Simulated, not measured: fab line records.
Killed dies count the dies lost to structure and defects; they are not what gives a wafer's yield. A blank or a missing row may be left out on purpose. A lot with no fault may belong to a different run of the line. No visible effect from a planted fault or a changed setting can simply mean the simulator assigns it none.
fab line records ; flow nandHarc ; part 1 of 2: steps 1 to 25 of 37
record: lots: 5; wafers: 15; lastDay: 32
route steps=1302 shown P_ZERO_WELL@46 P_STI@69
lots untouched by any fault: they come from a run of this same line in which no faults occurred
startH: the number of hours between the record's first day and the start of the first shown wafer of the lot ; waitH: hours from the lot's prior step to this one ; " repeats the value in the row above ; L1.1+2: a single row standing in for several wafers ; - no value present, or no start provided ; * or withheld: withheld ; < > ~ a bound
route shown NAME@n: NAME is a module with steps in the file, n the number in the route of the first one ; usual: mean/standard deviation taken from wafers without a fault ; same: alike in all rows ; chamber/n: place in a boat ; sites: each site's reading ; _std_site: their standard deviation ; _edge_site: mean of outer sites minus mean of inner sites ; radiusMm: how far each site lies from the wafer's centre ; mask NAME#n: copy n ; behind: the tool/chamber that last shaped the wafer ; hold: cause of the lot's hold/its duration in hours/its outcome ; device: whichever transistor did not switch (one of n, p or np) ; end of line: at the end of the route, the tests of the same wafers ; a step given without rows: its recipe and nothing more ; killed: not the wafer's yield, but the dies lost to structure and defects at the first sort ; map: the dies of a wafer, with x for killed, . for not killed, _ for no die there
set.NAME: the setting as run; set.NAME@STEP: as run at that earlier step ; model.NAME: the simulator's own value behind a step, which no gauge read
lots at selected steps of the route; one table per step, one row per wafer
services: from which hour (startH, from the record's first day; less than 0 if before it) a tool's chamber was out of use, for how many hours, and why
== steps ==
step: NHARC_P_ZERO_WELL_DESCUM_39
recipe: timeS: 3; o2FlowSccm: 200; arFlowSccm: 0; biasPowerW: 0; chemistry: O2
usual: drypumpMotorCurrentA: 5.9/0.41; oesProductAu: 1.006/0.01; rfVppV: 57.7/0.94; showerheadPlenumPTorr: 1.92/0.078; throttleValvePct: 11.311/0.0089
lot.wafer;tool;chamber;startH;waitH;drypumpMotorCurrentA;oesProductAu;rfHoursCounterH;rfVppV;showerheadPlenumPTorr;throttleValvePct
L084.2;rieDiel-10;1;124.59;-;6.1;1.004;20;58.2;1.89;11.308
L084.1;rieDiel-10;2;124.59;-;5.5;1.017;22;56.3;1.80;11.319
L084.5;rieDiel-10;1;124.59;-;6.1;1.009;-;56.0;1.89;11.304
L086.1;rieDiel-10;3;144.29;-;6.2;1.019;25;57.8;1.97;11.306
L086.2;rieDiel-10;0;144.29;-;6.3;1.011;22;57.8;1.92;11.313
L086.3;rieDiel-10;1;144.29;-;6.1;1.003;26;57.8;1.88;11.337
L093.3;rieDiel-11;3;214.44;-;6.3;1.007;40;58.0;1.99;11.314
L093.2;rieDiel-11;0;214.44;-;5.3;1.011;47;59.5;2.06;11.337
L093.4;rieDiel-11;1;214.44;-;6.4;0.996;48;58.2;1.98;11.308
L094.2;rieDiel-10;2;224.50;-;5.5;1.014;51;58.5;1.79;11.313
L094.4;rieDiel-10;0;224.50;-;6.3;0.998;46;58.1;1.91;11.299
L094.5;rieDiel-10;2;224.50;-;5.5;1.011;-;55.7;1.79;11.302
L097.2;rieDiel-07;3;254.47;-;6.0;1.008;36;58.7;1.90;11.313
L097.4;rieDiel-07;0;254.47;-;5.1;1.009;37;57.7;1.89;11.309
L097.6;rieDiel-07;2;254.47;-;5.8;0.990;-;56.1;1.80;11.295
step: NHARC_P_ZERO_WELL_IMPLANT_40
recipe: energyKev: 300; doseCm2: 1e+13; tiltDeg: 7
usual: doseIonsCm2: 1e+13/1.1e+10
lot.wafer;tool;chamber;startH;waitH;doseIonsCm2
L084.1;implanter-02;0;124.74;0.1;1.0005e+13
L084.2;implanter-02;0;124.74;0.1;1.0022e+13
L084.5;implanter-02;0;124.74;0.1;1.0016e+13
L086.1;implanter-01;0;144.43;0.1;1.0006e+13
L086.2;implanter-01;0;144.43;0.1;1.0016e+13
L086.3;implanter-01;0;144.43;0.1;1.0007e+13
L093.2;implanter-01;0;214.63;0.2;1.0004e+13
L093.3;implanter-01;0;214.63;0.2;9.997e+12
L093.4;implanter-01;0;214.63;0.2;1.003e+13
L094.2;implanter-02;0;224.67;0.2;1.0005e+13
L094.4;implanter-02;0;224.67;0.2;1e+13
L094.5;implanter-02;0;224.67;0.2;1.0002e+13
L097.2;implanter-01;0;254.63;0.2;9.987e+12
L097.4;implanter-01;0;254.63;0.2;9.989e+12
L097.6;implanter-01;0;254.63;0.2;9.977e+12
step: NHARC_P_ZERO_WELL_IMPLANT_59
recipe: energyKev: 120; doseCm2: 5e+12; tiltDeg: 7
usual: doseIonsCm2: 5.001e+12/4.9e+09
lot.wafer;tool;chamber;startH;waitH;doseIonsCm2
L084.1;implanter-02;0;124.91;0.1;5.005e+12
L084.2;implanter-02;0;124.91;0.1;5.003e+12
L084.5;implanter-02;0;124.91;0.1;4.999e+12
L086.1;implanter-01;0;144.61;0.1;5.006e+12
L086.2;implanter-01;0;144.61;0.1;5.012e+12
L086.3;implanter-01;0;144.61;0.1;5.006e+12
L093.2;implanter-01;0;214.81;0.2;5.009e+12
L093.3;implanter-01;0;214.81;0.2;5.006e+12
L093.4;implanter-01;0;214.81;0.2;5.001e+12
L094.2;implanter-02;0;224.85;0.1;5.002e+12
L094.4;implanter-02;0;224.85;0.1;5.01e+12
L094.5;implanter-02;0;224.85;0.1;5.008e+12
L097.2;implanter-01;0;254.81;0.2;4.993e+12
L097.4;implanter-01;0;254.81;0.2;4.999e+12
L097.6;implanter-01;0;254.81;0.2;4.998e+12
step: NHARC_P_ZERO_WELL_IMPLANT_60
recipe: energyKev: 30; doseCm2: 2e+12; tiltDeg: 7
usual: doseIonsCm2: 2e+12/2e+09
lot.wafer;tool;chamber;startH;waitH;doseIonsCm2
L084.1;implanter-02;0;125.10;0.2;2.0019e+12
L084.2;implanter-02;0;125.10;0.2;1.9993e+12
L084.5;implanter-02;0;125.10;0.2;1.9979e+12
L086.1;implanter-01;0;144.79;0.2;2.0006e+12
L086.2;implanter-01;0;144.79;0.2;1.998e+12
L086.3;implanter-01;0;144.79;0.2;1.9987e+12
L093.2;implanter-01;0;214.98;0.1;2.0015e+12
L093.3;implanter-01;0;214.98;0.1;1.9975e+12
L093.4;implanter-01;0;214.98;0.1;2.0019e+12
L094.2;implanter-02;0;225.03;0.1;2.0024e+12
L094.4;implanter-02;0;225.03;0.1;2.0025e+12
L094.5;implanter-02;0;225.03;0.1;1.9993e+12
L097.2;implanter-01;0;254.99;0.1;2.0022e+12
L097.4;implanter-01;0;254.99;0.1;2.0013e+12
L097.6;implanter-01;0;254.99;0.1;1.9985e+12
step: NHARC_P_ZERO_WELL_STRIP_41
recipe: timeS: 840; tempC: 130; chemistry: SPM
usual: bathHeatDutyPct: 15.3/2
lot.wafer;tool;chamber;startH;waitH;bathHeatDutyPct
L084.2;wetBench-09;4;125.31;0.2;17.9
L084.5;wetBench-09;5;125.31;0.2;16.8
L084.1;wetBench-09;7;125.31;0.2;15.7
L086.1;wetBench-09;1;145.02;0.2;15.4
L086.2;wetBench-09;4;145.02;0.2;16.1
L086.3;wetBench-09;5;145.02;0.2;17.7
L093.4;wetBench-06;2;215.17;0.1;14.6
L093.2;wetBench-06;3;215.17;0.1;14.9
L093.3;wetBench-06;4;215.17;0.1;17.0
L094.5;wetBench-03;7;225.22;0.1;16.1
L094.4;wetBench-03;2;225.22;0.1;14.2
L094.2;wetBench-03;3;225.22;0.1;18.1
L097.2;wetBench-09;3;255.20;0.2;12.6
L097.4;wetBench-09;4;255.20;0.2;16.6
L097.6;wetBench-09;5;255.20;0.2;15.5
step: NHARC_P_ZERO_WELL_DEHYDRATE_44
recipe: tempC: 150; timeS: 120
usual: chillPlateTempC: 22.98/0.13
lot.wafer;tool;chamber;startH;waitH;chillPlateTempC
L084.1;lithoTrack-02;0;125.64;-;22.98
L084.2;lithoTrack-02;0;125.64;-;22.92
L084.5;lithoTrack-02;0;125.64;-;22.95
L086.1;lithoTrack-07;0;145.34;-;22.82
L086.2;lithoTrack-07;0;145.34;-;22.93
L086.3;lithoTrack-07;0;145.34;-;22.97
L093.2;lithoTrack-02;0;215.55;-;22.78
L093.3;lithoTrack-02;0;215.55;-;23.03
L093.4;lithoTrack-02;0;215.55;-;22.94
L094.2;lithoTrack-05;0;225.55;-;23.01
L094.4;lithoTrack-05;0;225.55;-;22.87
L094.5;lithoTrack-05;0;225.55;-;22.96
L097.2;lithoTrack-02;0;255.51;-;22.79
L097.4;lithoTrack-02;0;255.51;-;22.93
L097.6;lithoTrack-02;0;255.51;-;22.99
step: NHARC_P_ZERO_WELL_HMDS_45
recipe: timeS: 30
usual: chillPlateTempC: 22.98/0.12
lot.wafer;tool;chamber;startH;waitH;chillPlateTempC
L084.1;lithoTrack-02;0;-;-;22.99
L084.2;lithoTrack-02;0;-;-;22.88
L084.5;lithoTrack-02;0;-;-;22.98
L086.1;lithoTrack-07;0;-;-;22.85
L086.2;lithoTrack-07;0;-;-;22.91
L086.3;lithoTrack-07;0;-;-;22.77
L093.2;lithoTrack-02;0;-;-;23.00
L093.3;lithoTrack-02;0;-;-;22.83
L093.4;lithoTrack-02;0;-;-;22.94
L094.2;lithoTrack-05;0;-;-;22.83
L094.4;lithoTrack-05;0;-;-;22.86
L094.5;lithoTrack-05;0;-;-;23.12
L097.2;lithoTrack-02;0;-;-;22.92
L097.4;lithoTrack-02;0;-;-;22.89
L097.6;lithoTrack-02;0;-;-;22.74
step: NHARC_P_ZERO_WELL_COAT_46
recipe: spinRpm: withheld
usual: chillPlateTempC: 23.00/0.11
lot.wafer;tool;chamber;startH;waitH;chillPlateTempC
L084.1;lithoTrack-02;0;-;-;23.01
L084.2;lithoTrack-02;0;-;-;22.93
L084.5;lithoTrack-02;0;-;-;23.05
L086.1;lithoTrack-07;0;-;-;23.01
L086.2;lithoTrack-07;0;-;-;22.99
L086.3;lithoTrack-07;0;-;-;22.99
L093.2;lithoTrack-02;0;-;-;23.05
L093.3;lithoTrack-02;0;-;-;22.93
L093.4;lithoTrack-02;0;-;-;23.04
L094.2;lithoTrack-05;0;-;-;22.93
L094.4;lithoTrack-05;0;-;-;23.00
L094.5;lithoTrack-05;0;-;-;23.03
L097.2;lithoTrack-02;0;-;-;23.06
L097.4;lithoTrack-02;0;-;-;23.09
L097.6;lithoTrack-02;0;-;-;23.10
step: NHARC_P_ZERO_WELL_SOFTBAKE_47
recipe: tempC: 122; timeS: 95
usual: chillPlateTempC: 22.99/0.12
lot.wafer;tool;chamber;startH;waitH;chillPlateTempC
L084.1;lithoTrack-02;0;-;-;22.98
L084.2;lithoTrack-02;0;-;-;22.94
L084.5;lithoTrack-02;0;-;-;22.87
L086.1;lithoTrack-07;0;-;-;23.09
L086.2;lithoTrack-07;0;-;-;23.18
L086.3;lithoTrack-07;0;-;-;23.08
L093.2;lithoTrack-02;0;-;-;22.92
L093.3;lithoTrack-02;0;-;-;23.08
L093.4;lithoTrack-02;0;-;-;22.99
L094.2;lithoTrack-05;0;-;-;22.93
L094.4;lithoTrack-05;0;-;-;22.90
L094.5;lithoTrack-05;0;-;-;22.92
L097.2;lithoTrack-02;0;-;-;23.16
L097.4;lithoTrack-02;0;-;-;23.06
L097.6;lithoTrack-02;0;-;-;23.07
step: NHARC_P_ZERO_WELL_EBR_48
usual: chillPlateTempC: 22.96/0.1
lot.wafer;tool;chamber;startH;waitH;chillPlateTempC
L084.1;lithoTrack-02;0;-;-;22.86
L084.2;lithoTrack-02;0;-;-;22.86
L084.5;lithoTrack-02;0;-;-;22.81
L086.1;lithoTrack-07;0;-;-;23.02
L086.2;lithoTrack-07;0;-;-;23.02
L086.3;lithoTrack-07;0;-;-;22.92
L093.2;lithoTrack-02;0;-;-;23.00
L093.3;lithoTrack-02;0;-;-;22.95
L093.4;lithoTrack-02;0;-;-;22.90
L094.2;lithoTrack-05;0;-;-;22.88
L094.4;lithoTrack-05;0;-;-;22.98
L094.5;lithoTrack-05;0;-;-;22.97
L097.2;lithoTrack-02;0;-;-;22.87
L097.4;lithoTrack-02;0;-;-;22.91
L097.6;lithoTrack-02;0;-;-;22.85
step: NHARC_P_ZERO_WELL_EXPOSE_49
recipe: na: 0.6; targetCdNm: 2000; doseMj: 22.64; maskId: P_HVPW
lot.wafer;tool;chamber;startH;waitH;mask
L084.1+2+5;krfScanner-04;0;125.91;-;P_HVPW#0
L086.1+2+3;krfScanner-02;0;145.48;-;P_HVPW#0
L093.2+3+4;krfScanner-03;0;215.82;-;P_HVPW#0
L094.2+4+5;krfScanner-02;0;225.82;-;P_HVPW#0
L097.2+4+6;krfScanner-04;0;255.78;-;P_HVPW#0
step: NHARC_P_ZERO_WELL_PEB_50
recipe: pebTempC: 118; pebTimeS: 85
usual: chillPlateTempC: 23.01/0.087
lot.wafer;tool;chamber;startH;waitH;chillPlateTempC
L084.1;lithoTrack-02;0;125.98;0.1;23.03
L084.2;lithoTrack-02;0;125.98;0.1;23.06
L084.5;lithoTrack-02;0;125.98;0.1;23.11
L086.1;lithoTrack-07;0;145.55;0.1;22.93
L086.2;lithoTrack-07;0;145.55;0.1;22.99
L086.3;lithoTrack-07;0;145.55;0.1;23.02
L093.2;lithoTrack-07;0;215.88;0.1;22.77
L093.3;lithoTrack-07;0;215.88;0.1;22.99
L093.4;lithoTrack-07;0;215.88;0.1;22.95
L094.2;lithoTrack-02;0;225.89;0.1;22.94
L094.4;lithoTrack-02;0;225.89;0.1;23.05
L094.5;lithoTrack-02;0;225.89;0.1;22.93
L097.2;lithoTrack-02;0;255.85;0.1;23.01
L097.4;lithoTrack-02;0;255.85;0.1;22.84
L097.6;lithoTrack-02;0;255.85;0.1;23.00
step: NHARC_P_ZERO_WELL_DEVELOP_51
recipe: timeS: 70
usual: chillPlateTempC: 23.02/0.11
lot.wafer;tool;chamber;startH;waitH;chillPlateTempC
L084.1;lithoTrack-02;0;-;-;22.98
L084.2;lithoTrack-02;0;-;-;22.89
L084.5;lithoTrack-02;0;-;-;23.24
L086.1;lithoTrack-07;0;-;-;23.00
L086.2;lithoTrack-07;0;-;-;23.10
L086.3;lithoTrack-07;0;-;-;22.93
L093.2;lithoTrack-07;0;-;-;23.19
L093.3;lithoTrack-07;0;-;-;23.12
L093.4;lithoTrack-07;0;-;-;22.97
L094.2;lithoTrack-02;0;-;-;23.08
L094.4;lithoTrack-02;0;-;-;23.02
L094.5;lithoTrack-02;0;-;-;23.08
L097.2;lithoTrack-02;0;-;-;23.11
L097.4;lithoTrack-02;0;-;-;23.05
L097.6;lithoTrack-02;0;-;-;22.99
step: NHARC_P_ZERO_WELL_CD_MEAS_52
recipe: targetCdNm: 2000; landingEnergyEv: 500
usual: cdNm: 1999.8/2
lot.wafer;tool;chamber;startH;waitH;cdNm
L084.1;cdSem-03;0;126.07;-;2003.1
L084.2;cdSem-03;0;126.07;-;1997.1
L084.5;cdSem-03;0;126.07;-;2001.9
L086.1;cdSem-01;0;145.64;-;1998.8
L086.2;cdSem-01;0;145.64;-;1996.4
L086.3;cdSem-01;0;145.64;-;1999.3
L093.2;cdSem-03;0;215.97;-;1997.9
L093.3;cdSem-03;0;215.97;-;1999.4
L093.4;cdSem-03;0;215.97;-;1997.9
L094.2;cdSem-01;0;225.98;-;1999.7
L094.4;cdSem-01;0;225.98;-;1998.7
L094.5;cdSem-01;0;225.98;-;2004.0
L097.2;cdSem-02;0;255.94;-;1998.6
L097.4;cdSem-02;0;255.94;-;2001.8
L097.6;cdSem-02;0;255.94;-;1999.7
step: NHARC_P_ZERO_WELL_HARDBAKE_53
recipe: tempC: 125; timeS: 80
usual: chillPlateTempC: 23.00/0.11
lot.wafer;tool;chamber;startH;waitH;chillPlateTempC
L084.1;lithoTrack-02;0;126.15;-;23.05
L084.2;lithoTrack-02;0;126.15;-;23.14
L084.5;lithoTrack-02;0;126.15;-;22.80
L086.1;lithoTrack-02;0;145.72;-;23.05
L086.2;lithoTrack-02;0;145.72;-;23.04
L086.3;lithoTrack-02;0;145.72;-;23.09
L093.2;lithoTrack-02;0;216.05;-;22.91
L093.3;lithoTrack-02;0;216.05;-;22.99
L093.4;lithoTrack-02;0;216.05;-;23.06
L094.2;lithoTrack-05;0;226.06;-;23.04
L094.4;lithoTrack-05;0;226.06;-;23.18
L094.5;lithoTrack-05;0;226.06;-;23.17
L097.2;lithoTrack-05;0;256.02;-;22.81
L097.4;lithoTrack-05;0;256.02;-;23.04
L097.6;lithoTrack-05;0;256.02;-;22.87
step: NHARC_P_ZERO_WELL_DESCUM_54
recipe: timeS: 3; o2FlowSccm: 200; arFlowSccm: 0; biasPowerW: 0; chemistry: O2
usual: drypumpMotorCurrentA: 5.9/0.42; oesProductAu: 1.004/0.011; rfVppV: 57.7/0.82; showerheadPlenumPTorr: 1.90/0.065; throttleValvePct: 11.309/0.009
lot.wafer;tool;chamber;startH;waitH;drypumpMotorCurrentA;oesProductAu;rfHoursCounterH;rfVppV;showerheadPlenumPTorr;throttleValvePct
L084.1;rieDiel-07;2;127.09;-;5.8;0.986;0;57.2;1.82;11.302
L084.2;rieDiel-07;0;127.09;-;5.1;1.004;0;56.7;1.90;11.301
L084.5;rieDiel-07;3;127.09;-;6.1;1.003;-;58.2;1.91;11.296
L086.1;rieDiel-10;3;145.80;-;6.1;1.012;25;58.4;1.97;11.323
L086.2;rieDiel-10;0;145.80;-;6.3;1.004;22;58.3;1.92;11.305
L086.3;rieDiel-10;1;145.80;-;6.1;1.001;26;56.8;1.88;11.303
L093.2;rieDiel-10;1;216.13;-;6.1;1.010;47;57.2;1.88;11.293
L093.3;rieDiel-10;2;216.13;-;5.5;1.008;48;57.5;1.79;11.327
L093.4;rieDiel-10;0;216.13;-;6.3;1.000;42;57.1;1.91;11.313
L094.2;rieDiel-10;1;226.17;-;6.1;1.010;51;57.0;1.88;11.305
L094.4;rieDiel-10;2;226.17;-;5.5;1.025;52;56.4;1.79;11.311
L094.5;rieDiel-10;0;226.17;-;6.3;1.003;-;57.2;1.91;11.310
L097.4;rieDiel-11;2;256.11;-;5.6;1.022;59;58.9;1.85;11.308
L097.2;rieDiel-11;0;256.11;-;5.3;1.000;63;59.2;2.06;11.319
L097.6;rieDiel-11;2;256.11;-;5.6;1.021;-;57.9;1.85;11.302
step: NHARC_P_ZERO_WELL_IMPLANT_55
recipe: energyKev: 180; doseCm2: 8e+11; tiltDeg: 7
usual: doseIonsCm2: 8.001e+11/9.9e+08
lot.wafer;tool;chamber;startH;waitH;doseIonsCm2
L084.1;implanter-01;0;127.24;0.1;7.99e+11
L084.2;implanter-01;0;127.24;0.1;7.992e+11
L084.5;implanter-01;0;127.24;0.1;7.998e+11
L086.1;implanter-02;0;145.95;0.1;8.003e+11
L086.2;implanter-02;0;145.95;0.1;8.011e+11
L086.3;implanter-02;0;145.95;0.1;8.007e+11
L093.2;implanter-02;0;216.31;0.2;7.997e+11
L093.3;implanter-02;0;216.31;0.2;7.993e+11
L093.4;implanter-02;0;216.31;0.2;7.992e+11
L094.2;implanter-01;0;226.32;0.1;7.984e+11
L094.4;implanter-01;0;226.32;0.1;7.988e+11
L094.5;implanter-01;0;226.32;0.1;8.003e+11
L097.2;implanter-02;0;256.27;0.1;7.999e+11
L097.4;implanter-02;0;256.27;0.1;7.989e+11
L097.6;implanter-02;0;256.27;0.1;7.972e+11
step: NHARC_P_ZERO_WELL_IMPLANT_61
recipe: energyKev: 30; doseCm2: 5e+11; tiltDeg: 7
usual: doseIonsCm2: 5e+11/4.7e+08
lot.wafer;tool;chamber;startH;waitH;doseIonsCm2
L084.1;implanter-01;0;127.42;0.1;5.009e+11
L084.2;implanter-01;0;127.42;0.1;5.003e+11
L084.5;implanter-01;0;127.42;0.1;4.997e+11
L086.1;implanter-02;0;146.13;0.1;5e+11
L086.2;implanter-02;0;146.13;0.1;4.994e+11
L086.3;implanter-02;0;146.13;0.1;5.004e+11
L093.2;implanter-02;0;216.49;0.2;5.001e+11
L093.3;implanter-02;0;216.49;0.2;4.992e+11
L093.4;implanter-02;0;216.49;0.2;5.001e+11
L094.2;implanter-01;0;226.50;0.1;5.002e+11
L094.4;implanter-01;0;226.50;0.1;5e+11
L094.5;implanter-01;0;226.50;0.1;4.998e+11
L097.2;implanter-02;0;256.45;0.2;4.998e+11
L097.4;implanter-02;0;256.45;0.2;5.006e+11
L097.6;implanter-02;0;256.45;0.2;4.998e+11
step: NHARC_P_ZERO_WELL_STRIP_56
recipe: timeS: 840; tempC: 130; chemistry: SPM
usual: bathHeatDutyPct: 15.5/2
lot.wafer;tool;chamber;startH;waitH;bathHeatDutyPct
L084.2;wetBench-09;4;127.64;0.2;16.7
L084.5;wetBench-09;6;127.64;0.2;15.2
L084.1;wetBench-09;0;127.64;0.2;12.7
L086.2;wetBench-03;3;146.34;0.2;19.4
L086.1;wetBench-03;4;146.34;0.2;18.4
L086.3;wetBench-03;6;146.34;0.2;14.4
L093.3;wetBench-09;1;216.67;0.1;15.7
L093.4;wetBench-09;3;216.67;0.1;12.7
L093.2;wetBench-09;5;216.67;0.1;17.2
L094.2;wetBench-03;1;226.69;0.2;15.9
L094.5;wetBench-03;3;226.69;0.2;18.7
L094.4;wetBench-03;4;226.69;0.2;18.4
L097.4;wetBench-03;2;256.65;0.1;14.6
L097.6;wetBench-03;3;256.65;0.1;16.6
L097.2;wetBench-03;5;256.65;0.1;14.0
step: NHARC_P_ZERO_WELL_PRECLEAN_68
recipe: timeS: 60; tempC: 50; bathAgeMin: 0; chemistry: SC1
usual: bathHeatDutyPct: 7.4/0.91
lot.wafer;tool;chamber;startH;waitH;bathHeatDutyPct
L084.2;wetBench-09;4;-;-;7.6
L084.5;wetBench-09;6;-;-;6.9
L084.1;wetBench-09;0;-;-;6.3
L086.2;wetBench-03;3;-;-;7.8
L086.1;wetBench-03;4;-;-;9.1
L086.3;wetBench-03;6;-;-;6.6
L093.3;wetBench-09;1;-;-;8.5
L093.4;wetBench-09;3;-;-;5.9
L093.2;wetBench-09;5;-;-;7.8
L094.2;wetBench-03;1;-;-;8.0
L094.5;wetBench-03;3;-;-;8.5
L094.4;wetBench-03;4;-;-;9.3
L097.4;wetBench-03;2;-;-;6.8
L097.6;wetBench-03;3;-;-;8.6
L097.2;wetBench-03;5;-;-;7.3
step: NHARC_P_ZERO_WELL_SRD_69
lot.wafer;tool;chamber;startH;waitH
L084.2+5+1;wetBench-09;4,6,0;-;-
L086.2+1+3;wetBench-03;3,4,6;-;-
L093.3+4+2;wetBench-09;1,3,5;-;-
L094.2+5+4;wetBench-03;1,3,4;-;-
L097.4+6+2;wetBench-03;2,3,5;-;-
step: NHARC_P_ZERO_WELL_RTA_42
recipe: tempC: 1100; timeS: 300
usual: lampPowerPct: 40.0/0.79; lamp_zone_1_pct: 40.0/0.79; wafer_temp_C_max: 1104.6/1.6
lot.wafer;tool;chamber;startH;waitH;lampPowerPct;lamp_zone_1_pct;wafer_temp_C_max
L084.1;rtpAnneal-01;0;128.07;-;38.9;38.8;1103.4
L084.2;rtpAnneal-01;0;128.07;-;39.0;39.0;1102.6
L084.5;rtpAnneal-01;0;128.07;-;39.0;38.9;1102.5
L086.1;rtpAnneal-02;0;146.78;-;40.6;40.5;1106.1
L086.2;rtpAnneal-02;0;146.78;-;40.5;40.5;1106.6
L086.3;rtpAnneal-02;0;146.78;-;40.5;40.5;1105.5
L093.2;rtpAnneal-02;0;217.23;-;40.5;40.5;1104.0
L093.3;rtpAnneal-02;0;217.23;-;40.5;40.5;1104.6
L093.4;rtpAnneal-02;0;217.23;-;40.6;40.5;1102.8
L094.2;rtpAnneal-02;0;227.23;-;40.3;40.5;1104.3
L094.4;rtpAnneal-02;0;227.23;-;40.4;40.5;1104.4
L094.5;rtpAnneal-02;0;227.23;-;40.5;40.5;1105.9
L097.2;rtpAnneal-02;0;257.19;-;40.5;40.6;1104.8
L097.4;rtpAnneal-02;0;257.19;-;40.5;40.5;1104.9
L097.6;rtpAnneal-02;0;257.19;-;40.6;40.5;1105.9
step: NHARC_P_ZERO_WELL_INSPECT_43
usual: rawDefectCount: 14/6.4
lot.wafer;tool;chamber;startH;waitH;rawDefectCount
L084.1;defectInspect-01;-;128.74;0.6;12
L084.2;defectInspect-01;-;128.74;0.6;12
L084.5;defectInspect-01;-;128.74;0.6;18
L086.1;defectInspect-01;-;147.46;0.6;13
L086.2;defectInspect-01;-;147.46;0.6;26
L086.3;defectInspect-01;-;147.46;0.6;36
L093.2;defectInspect-01;-;217.79;0.5;23
L093.3;defectInspect-01;-;217.79;0.5;26
L093.4;defectInspect-01;-;217.79;0.5;7
L094.2;defectInspect-01;-;227.79;0.5;5
L094.4;defectInspect-01;-;227.79;0.5;8
L094.5;defectInspect-01;-;227.79;0.5;15
L097.2;defectInspect-01;-;257.76;0.5;13
L097.4;defectInspect-01;-;257.76;0.5;25
L097.6;defectInspect-01;-;257.76;0.5;16
step: NHARC_P_STI_ETCH_26
recipe: targetDepthA: 110; chemistry: dHF; material: SiO2
lot.wafer;tool;chamber;startH;waitH
L084.5+2+1;wetBench-05;3,6,7;128.81;0.1
L086.2+1+3;wetBench-07;4,0,1;147.51;0.1
L093.4+2+3;wetBench-07;0,1,5;217.84;0.0
L094.2+5+4;wetBench-07;3,4,7;227.84;0.1
L097.6+2+4;wetBench-07;3,4,5;257.81;0.0
step: NHARC_P_STI_PRECLEAN_27
recipe: timeS: *; tempC: 50; bathAgeMin: 0; chemistry: SC1
usual: bathHeatDutyPct: 7.1/0.9
lot.wafer;tool;chamber;startH;waitH;bathHeatDutyPct
L084.5;wetBench-05;3;128.87;0.0;5.5
L084.2;wetBench-05;6;128.87;0.0;7.4
L084.1;wetBench-05;7;128.87;0.0;9.1
L086.2;wetBench-07;4;147.58;0.1;7.3
L086.1;wetBench-07;0;147.58;0.1;6.6
L086.3;wetBench-07;1;147.58;0.1;7.7
L093.4;wetBench-07;0;217.91;0.1;6.7
L093.2;wetBench-07;1;217.91;0.1;9.0
L093.3;wetBench-07;5;217.91;0.1;8.0
L094.2;wetBench-07;3;227.92;0.1;6.5
L094.5;wetBench-07;4;227.92;0.1;7.3
L094.4;wetBench-07;7;227.92;0.1;7.8
L097.6;wetBench-07;3;257.88;0.1;6.0
L097.2;wetBench-07;4;257.88;0.1;7.2
L097.4;wetBench-07;5;257.88;0.1;7.8
